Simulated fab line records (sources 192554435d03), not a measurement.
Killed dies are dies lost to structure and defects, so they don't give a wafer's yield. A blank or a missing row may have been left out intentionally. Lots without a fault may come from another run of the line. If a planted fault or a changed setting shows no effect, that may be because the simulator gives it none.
Chamber matching | flow n5 finfet | N5_BEOL_M10_PECVD_70 on pecvd-04 has 3 sister chambers
The step deposits SiO2 from TEOS/O2, target thk 20 nm, time 22.7 s. 6 wafers are shown with their chamber, then 10 later ones without.

## WAFERS, EACH WITH ITS CHAMBER
wafer  | chamber | throttle valve pct (%) | showerhead plenum p Torr (Torr)
L080.5 | 0       | 22.6                   | 8.71
L086.4 | 0       | 22.6                   | 8.70
L089.3 | 1       | 22.5                   | 8.83
L089.6 | 2       | 20.4                   | 8.77
L090.1 | 2       | 20.3                   | 8.76
L090.2 | 1       | 22.7                   | 8.80

## WAFERS MISSING THEIR CHAMBER
wafer  | throttle valve pct (%) | showerhead plenum p Torr (Torr)
L090.3 | 22.6                   | 8.70
L091.2 | 22.5                   | 8.71
L091.4 | 20.5                   | 8.75
L091.5 | 22.7                   | 8.71
L095.2 | 22.6                   | 8.70
L095.3 | 22.4                   | 8.86
L095.5 | 22.4                   | 8.82
L094.1 | 20.2                   | 8.73
L094.2 | 22.4                   | 8.84
L094.5 | 20.2                   | 8.78

## THE CHAMBER EACH PASSED THROUGH
wafer  | from the rows above | in truth
L090.3 | 0                   | 0
L091.2 | 0                   | 0
L091.4 | 2                   | 2
L091.5 | 0                   | 0
L095.2 | 0                   | 0
L095.3 | 1                   | 1
L095.5 | 1                   | 1
L094.1 | 2                   | 2
L094.2 | 1                   | 1
L094.5 | 2                   | 2
Placed correctly: 10 of 10. Left unplaced by these rows: 0. Number placed wrongly: 0.
How it was worked out, from the rows above alone: a wafer's distance from a chamber is the root of the sum, over the readings, of the square of ((its reading less the chamber's mean) divided by the reading's scatter). The wafer belongs to the nearest chamber; if the next one is less than 2 further off, it can't be placed. Each chamber's mean is taken over the wafers shown for it. How the scatter is found: for the shown wafers, subtract from each reading the mean of its chamber, square and add these, divide the total by (wafers less chambers), then take the root.
